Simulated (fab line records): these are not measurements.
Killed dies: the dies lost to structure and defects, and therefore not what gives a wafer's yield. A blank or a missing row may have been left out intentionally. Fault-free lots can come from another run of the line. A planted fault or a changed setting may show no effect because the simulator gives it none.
Which tool was responsible? :: flow nand-harc :: 14 lots, 42 wafers sampled, at 4 steps of a route of 1302

== WHAT THE GAUGES SHOWED, per wafer ==
No reading from a measuring or inspecting step in the record can be judged against a usual standard deviation.

== TOOL THAT RAN EACH LOT (tool first, then ch and the chambers of the sampled wafers, then the start) ==
lot: L767
NHARC_A_STAIRCASE_TRIM_191: rie-diel-09 ch 0,2, day 15 10:37 or earlier
NHARC_A_STAIRCASE_ETCH_192: rie-diel-09 ch 0,3, day 15 10:37 or earlier
NHARC_A_STAIRCASE_ETCH_194: rie-diel-09 ch 1,3, day 15 10:37
NHARC_A_STAIRCASE_ETCH_201: rie-diel-11 ch 2,3, no start

lot: L769
NHARC_A_STAIRCASE_TRIM_191: rie-diel-09 ch 0,1,2, day 16 05:49 or earlier
NHARC_A_STAIRCASE_ETCH_192: rie-diel-09 ch 2,3, day 16 05:49 or earlier
NHARC_A_STAIRCASE_ETCH_194: rie-diel-09 ch 1,2,3, day 16 05:49
NHARC_A_STAIRCASE_ETCH_201: rie-diel-09 ch 1,2,3, no start

lot: L770
NHARC_A_STAIRCASE_TRIM_191: rie-diel-09 ch 0,1,2, day 17 03:37 or earlier
NHARC_A_STAIRCASE_ETCH_192: rie-diel-09 ch 0,2,3, day 17 03:37 or earlier
NHARC_A_STAIRCASE_ETCH_194: rie-diel-09 ch 0,1,3, day 17 03:37
NHARC_A_STAIRCASE_ETCH_201: rie-diel-05 ch 0,1,3, no start

lot: L772
NHARC_A_STAIRCASE_TRIM_191: rie-diel-09 ch 0,1,2, day 18 02:49 or earlier
NHARC_A_STAIRCASE_ETCH_192: rie-diel-09 ch 0,2,3, day 18 02:49 or earlier
NHARC_A_STAIRCASE_ETCH_194: rie-diel-09 ch 0,1,3, day 18 02:49
NHARC_A_STAIRCASE_ETCH_201: rie-diel-09 ch 0,2,3, no start

lot: L780
NHARC_A_STAIRCASE_TRIM_191: rie-diel-05 ch 0,2,3, day 21 01:29 or earlier
NHARC_A_STAIRCASE_ETCH_192: rie-diel-05 ch 0,1, day 21 01:29 or earlier
NHARC_A_STAIRCASE_ETCH_194: rie-diel-05 ch 0,1,3, day 21 01:29
NHARC_A_STAIRCASE_ETCH_201: rie-diel-11 ch 0,1,2, no start

lot: L781
NHARC_A_STAIRCASE_TRIM_191: rie-diel-11 ch 0,1, day 21 22:26 or earlier
NHARC_A_STAIRCASE_ETCH_192: rie-diel-11 ch 1,2,3, day 21 22:26 or earlier
NHARC_A_STAIRCASE_ETCH_194: rie-diel-11 ch 1,3, day 21 22:26
NHARC_A_STAIRCASE_ETCH_201: rie-diel-05 ch 0,1,3, no start

lot: L782
NHARC_A_STAIRCASE_TRIM_191: rie-diel-11 ch 0,2,3, day 22 02:46 or earlier
NHARC_A_STAIRCASE_ETCH_192: rie-diel-11 ch 1,2,3, day 22 02:46 or earlier
NHARC_A_STAIRCASE_ETCH_194: rie-diel-11 ch 0,3, day 22 02:46
NHARC_A_STAIRCASE_ETCH_201: rie-diel-05 ch 0,2, no start

lot: L784
NHARC_A_STAIRCASE_TRIM_191: rie-diel-09 ch 0,1,2, day 23 03:21 or earlier
NHARC_A_STAIRCASE_ETCH_192: rie-diel-09 ch 0,1,3, day 23 03:21 or earlier
NHARC_A_STAIRCASE_ETCH_194: rie-diel-09 ch 0,1,2, day 23 03:21
NHARC_A_STAIRCASE_ETCH_201: rie-diel-05 ch 2,3, no start

lot: L785
NHARC_A_STAIRCASE_TRIM_191: rie-diel-11 ch 1,2,3, day 23 08:41 or earlier
NHARC_A_STAIRCASE_ETCH_192: rie-diel-11 ch 0,1,3, day 23 08:41 or earlier
NHARC_A_STAIRCASE_ETCH_194: rie-diel-11 ch 1,2,3, day 23 08:41
NHARC_A_STAIRCASE_ETCH_201: rie-diel-09 ch 0,1,2, no start

lot: L787
NHARC_A_STAIRCASE_TRIM_191: rie-diel-05 ch 1,2,3, day 23 21:49 or earlier
NHARC_A_STAIRCASE_ETCH_192: rie-diel-05 ch 0,3, day 23 21:49 or earlier
NHARC_A_STAIRCASE_ETCH_194: rie-diel-05 ch 0,1,2, day 23 21:49
NHARC_A_STAIRCASE_ETCH_201: rie-diel-05 ch 2,3, no start

lot: L786
NHARC_A_STAIRCASE_TRIM_191: rie-diel-09 ch 0,1,2, day 23 22:17 or earlier
NHARC_A_STAIRCASE_ETCH_192: rie-diel-09 ch 0,2,3, day 23 22:17 or earlier
NHARC_A_STAIRCASE_ETCH_194: rie-diel-09 ch 0,1,2, day 23 22:17
NHARC_A_STAIRCASE_ETCH_201: rie-diel-09 ch 0,1,3, no start

lot: L789
NHARC_A_STAIRCASE_TRIM_191: rie-diel-05 ch 1,2, day 24 15:26 or earlier
NHARC_A_STAIRCASE_ETCH_192: rie-diel-05 ch 0,2, day 24 15:26 or earlier
NHARC_A_STAIRCASE_ETCH_194: rie-diel-05 ch 0,2,3, day 24 15:26
NHARC_A_STAIRCASE_ETCH_201: rie-diel-11 ch 0,1,3, no start

lot: L788
NHARC_A_STAIRCASE_TRIM_191: rie-diel-11 ch 0,1,3, day 24 16:02 or earlier
NHARC_A_STAIRCASE_ETCH_192: rie-diel-11 ch 0,2,3, day 24 16:02 or earlier
NHARC_A_STAIRCASE_ETCH_194: rie-diel-11 ch 0,2,3, day 24 16:02
NHARC_A_STAIRCASE_ETCH_201: rie-diel-11 ch 0,1,3, no start

lot: L790
NHARC_A_STAIRCASE_TRIM_191: rie-diel-11 ch 0,1,3, day 25 17:38 or earlier
NHARC_A_STAIRCASE_ETCH_192: rie-diel-11 ch 1,2,3, day 25 17:38 or earlier
NHARC_A_STAIRCASE_ETCH_194: rie-diel-11 ch 0,1,3, day 25 17:38
NHARC_A_STAIRCASE_ETCH_201: rie-diel-11 ch 0,1,2, no start
- NHARC_A_STAIRCASE_TRIM_191: chemistry O2, time 211.2 s.
- NHARC_A_STAIRCASE_ETCH_192: etches the open film in C4F8/O2, target depth 100 nm, time 40.5 s.
- NHARC_A_STAIRCASE_ETCH_194: etches the open film in C4F8/O2, target depth 100 nm, time 40.5 s.
- NHARC_A_STAIRCASE_ETCH_201: etches the open film in C4F8/O2, target depth 100 nm, time 40.5 s.

== AS READ BY THE TOOLS THEMSELVES (means over the sampled wafers that have a number; for cases with no such wafer, the mark the record gives instead) ==
NHARC_A_STAIRCASE_TRIM_191. Usual: drypump-motor-current-A 5.68 A, standard deviation 0.28; oes-product-au 0.998 a.u., standard deviation 0.0079; rf-vpp-V 57.6 V, standard deviation 1; showerhead-plenum-p-Torr 3.47 Torr, standard deviation 0.17; throttle-valve-pct 17.036 %, standard deviation 0.0092.
lot: L767
tool: rie-diel-09
drypump-motor-current-A (A): 5.48
oes-product-au (a.u.): 0.999
rf-vpp-V (V): 57.6
showerhead-plenum-p-Torr (Torr): 3.39
throttle-valve-pct (%): 17.032
flag: 

lot: L769
tool: rie-diel-09
drypump-motor-current-A (A): 5.53
oes-product-au (a.u.): 0.997
rf-vpp-V (V): 57.2
showerhead-plenum-p-Torr (Torr): 3.51
throttle-valve-pct (%): 17.041
flag: 

lot: L770
tool: rie-diel-09
drypump-motor-current-A (A): 5.53
oes-product-au (a.u.): 0.987
rf-vpp-V (V): 58.4
showerhead-plenum-p-Torr (Torr): 3.50
throttle-valve-pct (%): 17.037
flag: 

lot: L772
tool: rie-diel-09
drypump-motor-current-A (A): 5.54
oes-product-au (a.u.): 0.999
rf-vpp-V (V): 56.7
showerhead-plenum-p-Torr (Torr): 3.50
throttle-valve-pct (%): 17.038
flag: 

lot: L780
tool: rie-diel-05
drypump-motor-current-A (A): 5.90
oes-product-au (a.u.): 0.998
rf-vpp-V (V): 58.1
showerhead-plenum-p-Torr (Torr): 3.49
throttle-valve-pct (%): 17.039
flag: 

lot: L781
tool: rie-diel-11
drypump-motor-current-A (A): 5.62
oes-product-au (a.u.): 0.999
rf-vpp-V (V): 57.6
showerhead-plenum-p-Torr (Torr): 3.32
throttle-valve-pct (%): 17.033
flag: 

lot: L782
tool: rie-diel-11
drypump-motor-current-A (A): 5.92
oes-product-au (a.u.): 0.992
rf-vpp-V (V): 57.8
showerhead-plenum-p-Torr (Torr): 3.52
throttle-valve-pct (%): 17.038
flag: 

lot: L784
tool: rie-diel-09
drypump-motor-current-A (A): 5.54
oes-product-au (a.u.): 1.001
rf-vpp-V (V): 57.9
showerhead-plenum-p-Torr (Torr): 3.66
throttle-valve-pct (%): 17.034
flag: 

lot: L785
tool: rie-diel-11
drypump-motor-current-A (A): 5.74
oes-product-au (a.u.): 1.004
rf-vpp-V (V): 57.2
showerhead-plenum-p-Torr (Torr): 3.52
throttle-valve-pct (%): 17.032
flag: 

lot: L787
tool: rie-diel-05
drypump-motor-current-A (A): 5.98
oes-product-au (a.u.): 0.995
rf-vpp-V (V): 56.6
showerhead-plenum-p-Torr (Torr): 3.48
throttle-valve-pct (%): 17.040
flag: 

lot: L786
tool: rie-diel-09
drypump-motor-current-A (A): 5.53
oes-product-au (a.u.): 0.995
rf-vpp-V (V): 57.6
showerhead-plenum-p-Torr (Torr): 3.66
throttle-valve-pct (%): 17.022
flag: 

lot: L789
tool: rie-diel-05
drypump-motor-current-A (A): 5.98
oes-product-au (a.u.): 0.995
rf-vpp-V (V): 57.8
showerhead-plenum-p-Torr (Torr): 3.49
throttle-valve-pct (%): 17.038
flag: 

lot: L788
tool: rie-diel-11
drypump-motor-current-A (A): 5.70
oes-product-au (a.u.): 1.004
rf-vpp-V (V): 56.6
showerhead-plenum-p-Torr (Torr): 3.35
throttle-valve-pct (%): 17.041
flag: 

lot: L790
tool: rie-diel-11
drypump-motor-current-A (A): 5.70
oes-product-au (a.u.): 0.994
rf-vpp-V (V): 57.0
showerhead-plenum-p-Torr (Torr): 3.35
throttle-valve-pct (%): 17.036
flag: 

NHARC_A_STAIRCASE_ETCH_192. Usual: oes-product-au 0.939 a.u., standard deviation 0.011; rf-vpp-V 893 V, standard deviation 6.2; run-length-s 61.9 s, standard deviation 0.48.
lot: L767
tool: rie-diel-09
oes-product-au (a.u.): 0.938
rf-vpp-V (V): 887
run-length-s (s): 62.0
flag: 

lot: L769
tool: rie-diel-09
oes-product-au (a.u.): 0.929
rf-vpp-V (V): 892
run-length-s (s): 62.1
flag: 

lot: L770
tool: rie-diel-09
oes-product-au (a.u.): 0.933
rf-vpp-V (V): 892
run-length-s (s): 62.1
flag: 

lot: L772
tool: rie-diel-09
oes-product-au (a.u.): 0.947
rf-vpp-V (V): 891
run-length-s (s): 62.2
flag: 

lot: L780
tool: rie-diel-05
oes-product-au (a.u.): 0.933
rf-vpp-V (V): 888
run-length-s (s): 61.5
flag: 

lot: L781
tool: rie-diel-11
oes-product-au (a.u.): 0.923
rf-vpp-V (V): 895
run-length-s (s): 61.7
flag: 

lot: L782
tool: rie-diel-11
oes-product-au (a.u.): 0.945
rf-vpp-V (V): 896
run-length-s (s): 61.7
flag: 

lot: L784
tool: rie-diel-09
oes-product-au (a.u.): 0.944
rf-vpp-V (V): 903
run-length-s (s): 62.4
flag: 

lot: L785
tool: rie-diel-11
oes-product-au (a.u.): 0.938
rf-vpp-V (V): 891
run-length-s (s): 62.3
flag: 

lot: L787
tool: rie-diel-05
oes-product-au (a.u.): 0.947
rf-vpp-V (V): 893
run-length-s (s): 61.5
flag: 

lot: L786
tool: rie-diel-09
oes-product-au (a.u.): 0.950
rf-vpp-V (V): 902
run-length-s (s): 62.0
flag: 

lot: L789
tool: rie-diel-05
oes-product-au (a.u.): 0.940
rf-vpp-V (V): 892
run-length-s (s): 61.8
flag: 

lot: L788
tool: rie-diel-11
oes-product-au (a.u.): 0.931
rf-vpp-V (V): 895
run-length-s (s): 61.5
flag: 

lot: L790
tool: rie-diel-11
oes-product-au (a.u.): 0.951
rf-vpp-V (V): 895
run-length-s (s): 61.6
flag: 

NHARC_A_STAIRCASE_ETCH_194. Usual: oes-product-au 0.941 a.u., standard deviation 0.011; rf-vpp-V 893 V, standard deviation 6.3; run-length-s 61.9 s, standard deviation 0.48.
lot: L767
tool: rie-diel-09
oes-product-au (a.u.): 0.923
rf-vpp-V (V): 896
run-length-s (s): 62.6
flag: 

lot: L769
tool: rie-diel-09
oes-product-au (a.u.): 0.944
rf-vpp-V (V): 895
run-length-s (s): 62.1
flag: 

lot: L770
tool: rie-diel-09
oes-product-au (a.u.): 0.946
rf-vpp-V (V): 892
run-length-s (s): 52.6
flag: OFF

lot: L772
tool: rie-diel-09
oes-product-au (a.u.): 0.941
rf-vpp-V (V): 891
run-length-s (s): 52.6
flag: OFF

lot: L780
tool: rie-diel-05
oes-product-au (a.u.): 0.929
rf-vpp-V (V): 891
run-length-s (s): 61.6
flag: 

lot: L781
tool: rie-diel-11
oes-product-au (a.u.): 0.931
rf-vpp-V (V): 892
run-length-s (s): 61.8
flag: 

lot: L782
tool: rie-diel-11
oes-product-au (a.u.): 0.922
rf-vpp-V (V): 892
run-length-s (s): 61.9
flag: 

lot: L784
tool: rie-diel-09
oes-product-au (a.u.): 0.940
rf-vpp-V (V): 900
run-length-s (s): 62.3
flag: 

lot: L785
tool: rie-diel-11
oes-product-au (a.u.): 0.944
rf-vpp-V (V): 894
run-length-s (s): 61.6
flag: 

lot: L787
tool: rie-diel-05
oes-product-au (a.u.): 0.936
rf-vpp-V (V): 890
run-length-s (s): 61.7
flag: 

lot: L786
tool: rie-diel-09
oes-product-au (a.u.): 0.950
rf-vpp-V (V): 900
run-length-s (s): 62.1
flag: 

lot: L789
tool: rie-diel-05
oes-product-au (a.u.): 0.938
rf-vpp-V (V): 895
run-length-s (s): 61.6
flag: 

lot: L788
tool: rie-diel-11
oes-product-au (a.u.): 0.930
rf-vpp-V (V): 896
run-length-s (s): 61.7
flag: 

lot: L790
tool: rie-diel-11
oes-product-au (a.u.): 0.945
rf-vpp-V (V): 890
run-length-s (s): 62.1
flag: 

NHARC_A_STAIRCASE_ETCH_201. Usual: oes-product-au 0.941 a.u., standard deviation 0.012; rf-vpp-V 893 V, standard deviation 6.3; run-length-s 61.8 s, standard deviation 0.49.
lot: L767
tool: rie-diel-11
oes-product-au (a.u.): 0.933
rf-vpp-V (V): 890
run-length-s (s): 61.3
flag: 

lot: L769
tool: rie-diel-09
oes-product-au (a.u.): 0.939
rf-vpp-V (V): 895
run-length-s (s): 62.2
flag: 

lot: L770
tool: rie-diel-05
oes-product-au (a.u.): 0.942
rf-vpp-V (V): 892
run-length-s (s): 61.3
flag: 

lot: L772
tool: rie-diel-09
oes-product-au (a.u.): 0.931
rf-vpp-V (V): 891
run-length-s (s): 61.9
flag: 

lot: L780
tool: rie-diel-11
oes-product-au (a.u.): 0.953
rf-vpp-V (V): 894
run-length-s (s): 61.6
flag: 

lot: L781
tool: rie-diel-05
oes-product-au (a.u.): 0.936
rf-vpp-V (V): 891
run-length-s (s): 61.6
flag: 

lot: L782
tool: rie-diel-05
oes-product-au (a.u.): 0.941
rf-vpp-V (V): 895
run-length-s (s): 62.0
flag: 

lot: L784
tool: rie-diel-05
oes-product-au (a.u.): 0.946
rf-vpp-V (V): 897
run-length-s (s): 61.8
flag: 

lot: L785
tool: rie-diel-09
oes-product-au (a.u.): 0.934
rf-vpp-V (V): 900
run-length-s (s): 62.1
flag: 

lot: L787
tool: rie-diel-05
oes-product-au (a.u.): 0.943
rf-vpp-V (V): 898
run-length-s (s): 61.4
flag: 

lot: L786
tool: rie-diel-09
oes-product-au (a.u.): 0.930
rf-vpp-V (V): 904
run-length-s (s): 62.2
flag: 

lot: L789
tool: rie-diel-11
oes-product-au (a.u.): 0.927
rf-vpp-V (V): 889
run-length-s (s): 61.9
flag: 

lot: L788
tool: rie-diel-11
oes-product-au (a.u.): 0.939
rf-vpp-V (V): 889
run-length-s (s): 62.4
flag: 

lot: L790
tool: rie-diel-11
oes-product-au (a.u.): 0.949
rf-vpp-V (V): 893
run-length-s (s): 61.6
flag: 

== THE ANSWER, worked out from the rows above alone ==
Rule: a lot is off if the mean of its wafers that have a number lies more than 3 standard deviations from the usual mean. Also off: a lot with no number at a reading for which 4 or more lots have one. Any other lot the step has rows for is counted as sound. After the gauges, taken in route order, come the tools' own readings; for these a lot's mean is taken, as printed above. The first step at which some lot is off is used, and at that step the reading that is off furthest; a lot without a number counts as furthest.
Off: L770, L772, at NHARC_A_STAIRCASE_ETCH_194 (run-length-s).
A tool fits if, at that step or a process step before it, it ran every lot that is off, and no sound lot after the first of them. Because NHARC_A_STAIRCASE_TRIM_191 lacks a start for some lots, the hours and order of its lots are taken from NHARC_A_STAIRCASE_ETCH_194. Because NHARC_A_STAIRCASE_ETCH_192 lacks a start for some lots, the hours and order of its lots are taken from NHARC_A_STAIRCASE_ETCH_194. Of those tried, none fits.

== WHAT THE SIMULATOR HAD INSERTED ==
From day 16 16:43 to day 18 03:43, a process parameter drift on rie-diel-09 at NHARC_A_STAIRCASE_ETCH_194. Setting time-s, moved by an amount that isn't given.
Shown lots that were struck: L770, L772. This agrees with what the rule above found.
